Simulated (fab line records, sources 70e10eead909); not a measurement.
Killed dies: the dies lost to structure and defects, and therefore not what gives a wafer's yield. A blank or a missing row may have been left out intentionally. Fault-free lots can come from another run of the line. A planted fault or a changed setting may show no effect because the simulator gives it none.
Comparing a struck lot with a sound one ; flow nand_harc ; 13 steps out of a route of 1159
Sound: the wafers L464.3, L464.4, L464.6. Struck: wafer L473.3. (L473.4, L473.5 of the same lot were not struck and are left out.) The cause comes at the end.
Per side, at each step with rows, come the tool, then ch with its chambers, and then its first start. Under that, the readings that differ: sound wafers ; struck wafers ; difference of the means ; sigmas: that difference in standard deviations of wafers without a fault.
alike: words and numbers the same on both sides, and readings whose means are apart by under 2 such deviations; not compared: readings that were withheld, readings missing a value for some wafer, numbers with overlapping values and no deviation given by the record, and bounds like >300 which may hide the same value.
Wherever a step has rows on one side only, a row that says differs or no value, or a row with sigmas, the two part there. Numbers that have no deviation but don't overlap get no sigmas and don't part them. A reading that every wafer of one side lacks parts them only if that side has two wafers or more.

first, 1 step without rows for these wafers: NHARC_A_SLIT_SRD_20.
NHARC_A_SLIT_CD_MEAS_21:
  sound on cd_sem-02 at day 14 23:35; struck on cd_sem-01 at day 16 18:37
  alike: cd_nm
then, 3 steps without rows for these wafers: NHARC_A_SIN_REMOVE_WET_00 (chemistry H3PO4, time 15300 s); NHARC_A_SIN_REMOVE_PRECLEAN_01 (cleans in SC1); NHARC_A_SIN_REMOVE_SRD_02.
NHARC_A_SIN_REMOVE_INSPECT_04:
  sound on defect_inspect-01 at day 15 06:14; struck on defect_inspect-02 at day 17 02:19
reading;sound;struck;difference;sigmas
raw_defect_count;282 265 248;509;+244;+3
NHARC_A_WL_FILL_ALD_00: deposits Al2O3, target thk 3 nm, pulse time 3 s, ald cycles 30.
  sound on ald_hk-02 ch 1,3, day 15 06:19; struck on ald_hk-02 ch 3, day 17 02:23
  alike: heater_power_w, precursor_pulse_height_rel
NHARC_A_WL_FILL_RTA_01: time 5 s.
  sound on rtp_anneal-01 ch 0, day 15 06:38; struck on rtp_anneal-01 ch 0, day 17 02:52
  alike: lamp_power_pct, lamp_zone_3_pct, wafer_temp_C_max
NHARC_A_WL_FILL_ALD_02: deposits TiN, target thk 2 nm, pulse time 3 s, ald cycles 100.
  sound on ald_metal-03 ch 2,3, day 15 06:47; struck on ald_metal-01 ch 3, day 17 03:01
  alike: heater_power_w, precursor_pulse_height_rel
NHARC_A_WL_FILL_CVD_03: deposits W, target thk 40 nm, time 3302 s.
  sound on cvd_w-02 ch 0,1, day 15 14:30; struck on cvd_w-02 ch 1, day 17 08:01
  alike: chamber_pressure_Torr, heater_power_w, throttle_valve_pct
NHARC_A_WL_FILL_ETCHBACK_04: etches the open film in NF3, target depth 60 nm, time 120 s.
  sound on rie_metal-03 ch 0,1, day 15 16:56; struck on rie_metal-03 ch 0, day 17 10:27
reading;sound;struck;difference;sigmas
run_length_s (s);141.8 141.6 141.0;98.5;-43.0;-98
  alike: chamber_pressure_mTorr, drypump_motor_current_A, oes_product_au
  not compared: rf_hours_counter_h
NHARC_A_WL_FILL_ETCHBACK_05: etches the open film in Cl2/BCl3, target depth 22 nm, time 60 s.
  sound on rie_metal-03 ch 0,1, day 15 17:08; struck on rie_metal-03 ch 0, day 17 10:39
  alike: chamber_pressure_mTorr, drypump_motor_current_A, oes_product_au, run_length_s
  not compared: rf_hours_counter_h
-- break in the record here, with 4 days between the starts of the struck wafers on either side (left off in module A_WL_FILL, picked up again in module END, where the first step shown is number 1159 on the route) --
NHARC_END_SORT_01:
  at this point the record logs the struck wafers (prober-01 ch 0, day 21 11:25) and has no rows for the sound ones

== WHERE THEY PART ==
At NHARC_A_SIN_REMOVE_INSPECT_04 first; at NHARC_END_SORT_01 last (within this record only).

WHY: what the simulator had put in
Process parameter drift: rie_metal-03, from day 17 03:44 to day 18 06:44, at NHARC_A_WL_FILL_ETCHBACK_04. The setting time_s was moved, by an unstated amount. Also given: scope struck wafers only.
